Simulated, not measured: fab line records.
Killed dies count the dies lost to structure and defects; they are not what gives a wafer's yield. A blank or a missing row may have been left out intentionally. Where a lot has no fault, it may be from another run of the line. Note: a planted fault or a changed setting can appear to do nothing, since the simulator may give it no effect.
Lot-split experiment ; flow n5-finfet ; 7 lots, 39 wafers read, on a route of 1938 steps

== ABOUT THE SPLIT ==
At N5_DUMMY_GATE_ETCH_37 (etches SOC in N2/H2, target depth 60 nm, overetch 30 nm), the setting source-w was moved away from the recipe's 840 W on 12 of the 39 wafers read, by +6.6% to +18.2%. This setting was run at the recipe's value on the other wafers.

Reading taken at the split's own step.

== THE READING ==
rf-vpp-V, in V, at N5_DUMMY_GATE_ETCH_37 (etches SOC in N2/H2, target depth 60 nm, overetch 30 nm). On this fab line, fault-free wafers typically give 525.1 V with a standard deviation of 2.5 V.

wafer;tool, chamber at the split;source-w as run, W;against the recipe;rf-vpp-V, V;against lot-mates on the recipe
L080.1;rie-diel-05, 1;984.4;+17.2%;498.3;-27.1
L080.2;rie-diel-05, 0;984.4;+17.2%;500.3;-25.1
L080.3;rie-diel-05, 2;984.4;+17.2%;499.5;-25.9
L080.4;rie-diel-05, 3;840;recipe;522.9;-
L080.5;rie-diel-05, 2;840;recipe;527.1;-
L080.6;rie-diel-05, 1;840;recipe;526.3;-
L083.1;rie-diel-06, 0;992.9;+18.2%;498.8;-24.1
L083.2;rie-diel-06, 1;840;recipe;526.5;-
L083.3;rie-diel-06, 2;992.9;+18.2%;491.7;-31.2
L083.4;rie-diel-06, 3;840;recipe;520.7;-
L083.5;rie-diel-06, 2;992.9;+18.2%;493.3;-29.6
L083.6;rie-diel-06, 3;840;recipe;521.5;-
L086.1;rie-diel-03, 2;840;recipe;525.7;-
L086.2;rie-diel-03, 1;840;recipe;525.3;-
L086.3;rie-diel-03, 3;840;recipe;526.3;-
L086.4;rie-diel-03, 0;840;recipe;526.6;-
L086.5;rie-diel-03, 2;840;recipe;526.2;-
L086.6;rie-diel-03, 1;840;recipe;527.2;-
L087.2;rie-diel-03, 0;840;recipe;525.9;-
L087.4;rie-diel-03, 2;840;recipe;524.6;-
L087.5;rie-diel-03, 0;840;recipe;526.8;-
L089.1;rie-diel-06, 3;970.2;+15.5%;495.0;-29.4
L089.2;rie-diel-06, 1;840;recipe;525.4;-
L089.3;rie-diel-06, 0;840;recipe;525.9;-
L089.4;rie-diel-06, 2;970.2;+15.5%;497.3;-27.1
L089.5;rie-diel-06, 1;970.2;+15.5%;499.8;-24.6
L089.6;rie-diel-06, 2;840;recipe;522.0;-
L091.1;rie-diel-03, 3;840;recipe;523.9;-
L091.2;rie-diel-03, 0;840;recipe;524.7;-
L091.3;rie-diel-03, 2;840;recipe;525.7;-
L091.4;rie-diel-03, 0;840;recipe;526.7;-
L091.5;rie-diel-03, 2;840;recipe;525.4;-
L091.6;rie-diel-03, 3;840;recipe;526.3;-
L097.1;rie-diel-05, 2;840;recipe;524.8;-
L097.2;rie-diel-05, 1;895.8;+6.6%;515.5;-9.2
L097.3;rie-diel-05, 3;895.8;+6.6%;511.0;-13.7
L097.4;rie-diel-05, 0;895.8;+6.6%;516.2;-8.5
L097.5;rie-diel-05, 2;840;recipe;527.0;-
L097.6;rie-diel-05, 3;840;recipe;522.4;-

THE FIT
A straight line over all 39 wafers: rf-vpp-V changes by -1.65 V for each +1% of source-w; r = -0.98; the points scatter about the line by 2.2 V.
The same after taking each lot's own level away (the mean of its wafers on the recipe; 39 wafers): -1.59 V for each +1%; r = -0.99; scatter 1.9 V.
That fit puts the effect of the largest move of source-w on the reading at 29 V.
Across the lots, their own levels run from 522.90 to 526.22 V, a range of 1.3 times the standard deviation given above.
The two slopes are in agreement: the lot-to-lot level therefore moves the slope only a little.
Check: with one of the wafers moved furthest among these (+18.2%) left out of the fit, the line predicts -29.7 V for it against its lot-mates. Against them it came out at -24.1 V.
Tool readings at the split's step, against how far the setting was moved: rf-vpp-V r = -0.98.

== ADDITIONAL SPLITS CARRIED BY THESE WAFERS ==
These wafers also went through other splits before the reading. Each is held against what the fit with the lots' levels taken away leaves over:
other split on the same wafers;wafers away from the commonest value;r with rf-vpp-V (lot level and that fit taken away)
N5_FIN_SAQP_ETCH_52 source-w;18;+0.01

== THE FILE'S OWN FIT ==
rf-vpp-V changes by -1.59 V for each +1% of source-w, r = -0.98.
